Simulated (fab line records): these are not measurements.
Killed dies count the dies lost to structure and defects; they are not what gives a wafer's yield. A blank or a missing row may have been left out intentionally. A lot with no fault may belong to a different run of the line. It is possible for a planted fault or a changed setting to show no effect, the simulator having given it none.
Matching of chambers | flow n5_finfet | N5_BEOL_M14_DESCUM_15 on rie_diel-04: 4 sister chambers
The step chemistry O2, time 7.9 s. 7 wafers are shown with their chamber, then 7 later ones without.

== EACH WAFER AND ITS CHAMBER ==
wafer  | chamber | throttle_valve_pct (%) | showerhead_plenum_p_Torr (Torr)
L801.5 | 2       | 20.13                  | 2.08
L803.6 | 1       | 20.60                  | 2.08
L807.1 | 0       | 19.98                  | 2.05
L807.2 | 1       | 20.62                  | 2.08
L807.5 | 3       | 20.64                  | 2.14
L813.2 | 2       | 20.14                  | 2.07
L813.3 | 3       | 20.66                  | 2.13

== WAFERS WHOSE CHAMBER IS MISSING ==
wafer  | throttle_valve_pct (%) | showerhead_plenum_p_Torr (Torr)
L813.5 | 20.66                  | 2.13
L816.3 | 20.00                  | 2.04
L816.5 | 20.17                  | 2.07
L816.6 | 20.66                  | 2.13
L815.2 | 20.66                  | 2.13
L815.4 | 20.00                  | 2.04
L815.5 | 20.16                  | 2.07

== CHAMBER TAKEN BY EACH ==
wafer  | from the rows above | in truth
L813.5 | 3                   | 3
L816.3 | 0                   | 0
L816.5 | 2                   | 2
L816.6 | 3                   | 3
L815.2 | 3                   | 3
L815.4 | 0                   | 0
L815.5 | 2                   | 2
Correct placement for 7 of the 7. Left unplaced by these rows: 0. Number placed wrongly: 0.
How it was worked out, from the rows above alone: a wafer's distance from a chamber is the root of the sum, over the readings, of the square of ((its reading less the chamber's mean) divided by the reading's scatter). The wafer belongs to the nearest chamber; if the next one is less than 2 further off, it can't be placed. The mean given for a chamber averages the wafers shown for that chamber. How the scatter is found: for the shown wafers, subtract from each reading the mean of its chamber, square and add these, divide the total by (wafers less chambers), then take the root.
